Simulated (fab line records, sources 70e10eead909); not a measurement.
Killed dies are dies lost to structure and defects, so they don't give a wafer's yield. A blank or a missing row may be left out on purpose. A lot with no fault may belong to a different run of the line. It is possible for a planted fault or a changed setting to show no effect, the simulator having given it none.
Which tool did it? + flow nand_harc + 36 wafers from 12 lots sampled at 5 of the route's 1159 steps

WHAT THE GAUGES READ, wafer by wafer
NHARC_HYBRID_BOND_OVL_MEAS_05. Usual: overlay_x_nm 4 nm, standard deviation 35; overlay_y_nm -3 nm, standard deviation 33.
| lot  | measured     | on         | overlay_x_nm (nm) | overlay_y_nm (nm) | flag |
|------|--------------|------------|-------------------|-------------------|------|
| L373 | day 18 08:03 | overlay-02 | 69 -8 -37         | 28 -12 -4         |      |
| L374 | day 18 16:04 | overlay-02 | 39 -58 7          | 64 -28 0          |      |
| L382 | day 20 22:22 | overlay-01 | 0 -32 -59         | 38 5 50           |      |
| L381 | day 21 02:39 | overlay-01 | 8 16 32           | 9 -6 10           |      |
| L384 | day 21 15:41 | overlay-01 | 24 1 8            | 46 43 35          |      |
| L385 | day 21 15:40 | overlay-02 | 18 -49 6          | 13 -33 -22        |      |
| L389 | day 22 13:34 | overlay-01 | -7 41 46          | -1 40 25          |      |
| L390 | day 22 19:53 | overlay-02 | 3 15 -43          | -24 27 -67        |      |
| L393 | day 22 19:53 | overlay-01 | 68 22 8           | 68 -34 -24        |      |
| L395 | day 23 16:48 | overlay-01 | 6 19 -17          | -19 13 -53        |      |
| L394 | day 24 05:35 | overlay-01 | -3 57 -46         | 13 6 -39          |      |
| L396 | day 23 21:56 | overlay-01 | 4 -39 -35         | 66 7 -23          |      |

NHARC_END_SORT_01. Usual: defect_limited_yield 95.5 %, standard deviation 1.3; killed_at_array 26, standard deviation 8.4; killed_at_other 0.7, standard deviation 0.97; killed_at_periphery 3.2, standard deviation 2.2; killed_dies 30, standard deviation 8.5; killed_open 3.4, standard deviation 2; killed_short 2, standard deviation 1.3; sort_bin_2_pct 1.5 %, standard deviation 0.52; sort_bin_3_pct 0.21 %, standard deviation 0.18; sort_bin_4_pct 2.8 %, standard deviation 0.91; sort_n_pass 647, standard deviation 8.5; sort_rim_yield_pct 94.8 %, standard deviation 2.7; sort_yield_pct 95.5 %, standard deviation 1.3.
| lot  | measured     | on        | defect_limited_yield (%) | killed_at_array | killed_at_other | killed_at_periphery | killed_dies | killed_open | killed_short | sort_bin_2_pct (%) | sort_bin_3_pct (%) | sort_bin_4_pct (%) | sort_n_pass | sort_rim_yield_pct (%) | sort_yield_pct (%) | flag |
|------|--------------|-----------|--------------------------|-----------------|-----------------|---------------------|-------------|-------------|--------------|--------------------|--------------------|--------------------|-------------|------------------------|--------------------|------|
| L382 | day 21 17:31 | prober-02 | 41.9 38.7 38.4           | 22 17 16        | 0 1 0           | 371 397 401         | 393 415 417 | 2 5 2       | 0 1 1        | 19.4 20.8 20.7     | 5.32 4.73 4.58     | 33.4 35.7 36.3     | 284 262 260 | 41.5 35.8 29.2         | 41.9 38.7 38.4     | OFF  |
| L381 | day 22 01:18 | prober-02 | 39.1 40.5 41.9           | 16 18 19        | 0 0 0           | 396 385 374         | 412 403 393 | 0 1 4       | 1 3 1        | 24.2 23.0 20.7     | 3.84 3.25 5.17     | 32.8 33.2 32.2     | 265 274 284 | 37.7 44.3 41.5         | 39.1 40.5 41.9     | OFF  |
| L384 | day 22 16:49 | prober-02 | 95.6 94.7 96.2           | 25 36 23        | 0 0 1           | 5 0 2               | 30 36 26    | 2 2 3       | 1 1 0        | 1.6 2.1 1.2        | 0.30 0.59 0.15     | 2.5 2.7 2.5        | 647 641 651 | 94.3 96.2 90.6         | 95.6 94.7 96.2     |      |
| L385 | day 22 09:04 | prober-01 | 92.8 93.1 93.9           | 43 46 36        | 0 0 1           | 6 1 4               | 49 47 41    | 3 8 6       | 3 2 3        | 2.4 1.9 1.9        | 0.15 0.15 0.30     | 4.7 4.9 3.8        | 628 630 636 | 96.2 87.7 95.3         | 92.8 93.1 93.9     |      |

TOOL THAT RAN EACH LOT (tool first, then ch and the chambers of the sampled wafers, then the start)
| lot  | NHARC_P_M1_ECD_22              | NHARC_A_BONDPAD_PVD_27                  | NHARC_THIN_TSV_STRIP_62              |
|------|--------------------------------|-----------------------------------------|--------------------------------------|
| L373 | ecd_cu-02 ch 0,1, day 5 23:01  | pvd_sputter-01, day 18 08:03 or earlier | plasma_asher-02 ch 0,1, day 18 13:37 |
| L374 | ecd_cu-02 ch 0,1, day 6 02:50  | pvd_sputter-02, day 18 16:04 or earlier | plasma_asher-01 ch 0,1, day 18 22:29 |
| L382 | ecd_cu-02 ch 1, day 8 07:55    | pvd_sputter-02, day 20 22:22 or earlier | plasma_asher-01 ch 0, day 21 03:39   |
| L381 | ecd_cu-02 ch 1, day 8 09:06    | pvd_sputter-02, day 21 02:39 or earlier | plasma_asher-02 ch 0,1, day 21 08:22 |
| L384 | ecd_cu-01 ch 0,1, day 9 16:11  | pvd_sputter-02, day 21 15:41 or earlier | plasma_asher-02 ch 0,1, day 21 23:25 |
| L385 | ecd_cu-01 ch 0,1, day 9 16:57  | pvd_sputter-01, day 21 15:40 or earlier | plasma_asher-01 ch 0,1, day 21 20:56 |
| L389 | ecd_cu-01 ch 0,1, day 10 02:22 | pvd_sputter-02, day 22 13:34 or earlier | plasma_asher-01 ch 0,1, day 22 18:58 |
| L390 | ecd_cu-01 ch 0,1, day 10 05:13 | pvd_sputter-02, day 22 19:53 or earlier | plasma_asher-02 ch 0,1, day 23 01:16 |
| L393 | ecd_cu-01 ch 0,1, day 10 22:57 | pvd_sputter-02, day 22 19:53 or earlier | plasma_asher-02 ch 0,1, day 23 02:31 |
| L395 | ecd_cu-02 ch 0,1, day 11 07:40 | pvd_sputter-01, day 23 16:48 or earlier | plasma_asher-02 ch 0,1, day 23 23:43 |
| L394 | ecd_cu-01 ch 0,1, day 11 08:23 | pvd_sputter-01, day 24 05:35 or earlier | plasma_asher-01 ch 0,1, day 24 11:37 |
| L396 | ecd_cu-02 ch 0,1, day 11 12:13 | pvd_sputter-03, day 23 21:56 or earlier | plasma_asher-02 ch 0,1, day 24 03:35 |
- NHARC_P_M1_ECD_22: material Cu, target thk 400 nm.
- NHARC_A_BONDPAD_PVD_27: deposits Cu, target thk 30 nm, time 20.49 s.
- NHARC_THIN_TSV_STRIP_62: strips in N2/H2, time 20 s.

AS READ BY THE TOOLS THEMSELVES (means over the sampled wafers that have a number; for cases with no such wafer, the mark the record gives instead)
NHARC_A_BONDPAD_PVD_27. Usual: throttle_valve_pct 29.9 %, standard deviation 0.88.
| lot  | tool           | throttle_valve_pct (%) | flag |
|------|----------------|------------------------|------|
| L373 | pvd_sputter-01 | 29.4                   |      |
| L374 | pvd_sputter-02 | 30.0                   |      |
| L382 | pvd_sputter-02 | 30.4                   |      |
| L381 | pvd_sputter-02 | 30.1                   |      |
| L384 | pvd_sputter-02 | 30.4                   |      |
| L385 | pvd_sputter-01 | 29.1                   |      |
| L389 | pvd_sputter-02 | 30.3                   |      |
| L390 | pvd_sputter-02 | 30.4                   |      |
| L393 | pvd_sputter-02 | 30.5                   |      |
| L395 | pvd_sputter-01 | 29.5                   |      |
| L394 | pvd_sputter-01 | 29.6                   |      |
| L396 | pvd_sputter-03 | 30.7                   |      |

NHARC_THIN_TSV_STRIP_62. Usual: drypump_motor_current_A 5.49 A, standard deviation 0.25; heater_power_w 363 W, standard deviation 15.
| lot  | tool            | drypump_motor_current_A (A) | heater_power_w (W) | flag |
|------|-----------------|-----------------------------|--------------------|------|
| L373 | plasma_asher-02 | 5.45                        | 358                |      |
| L374 | plasma_asher-01 | 5.41                        | 341                |      |
| L382 | plasma_asher-01 | 5.18                        | 366                |      |
| L381 | plasma_asher-02 | 5.54                        | 373                |      |
| L384 | plasma_asher-02 | 5.41                        | 363                |      |
| L385 | plasma_asher-01 | 5.61                        | 365                |      |
| L389 | plasma_asher-01 | 5.61                        | 361                |      |
| L390 | plasma_asher-02 | 5.54                        | 365                |      |
| L393 | plasma_asher-02 | 5.54                        | 366                |      |
| L395 | plasma_asher-02 | 5.53                        | 366                |      |
| L394 | plasma_asher-01 | 5.38                        | 364                |      |
| L396 | plasma_asher-02 | 5.38                        | 370                |      |

THE ANSWER, worked out from the rows above alone
Rule: a lot is off if the mean of its wafers that have a number lies more than 3 standard deviations from the usual mean. A lot without any number at a reading at which 4 lots or more have one is off too. Any other lot the step has rows for is counted as sound. The gauges are gone through in route order, then the tools' own readings, and for those a lot's mean is taken as printed above. At the first step where some lot is off, the reading lying furthest off is the one used; lots without a number count as furthest.
Off: L382, L381, at NHARC_END_SORT_01 (killed_at_periphery). Neither off nor sound, because the step has no rows for them: L373, L374, L389, L390, L393, L395, L394, L396.
A tool fits if, at a process step before that reading, it ran every lot that is off, and no sound lot after the first of them. Gauges at NHARC_END_SORT_01: tried the same way as those tools. NHARC_A_BONDPAD_PVD_27 gives no start for some lots, so the hours and the order of its lots are those of NHARC_HYBRID_BOND_OVL_MEAS_05. One fits: ecd_cu-02 at NHARC_P_M1_ECD_22. It ran no sound lot before its first lot that is off in this sample, so the start can't be narrowed down.

WHAT THE SIMULATOR PUT IN
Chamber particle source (ecd_cu-02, NHARC_P_M1_ECD_22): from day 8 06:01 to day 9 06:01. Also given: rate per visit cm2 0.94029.
Lots struck among those shown: L382, L381. The same result came from the rule above.
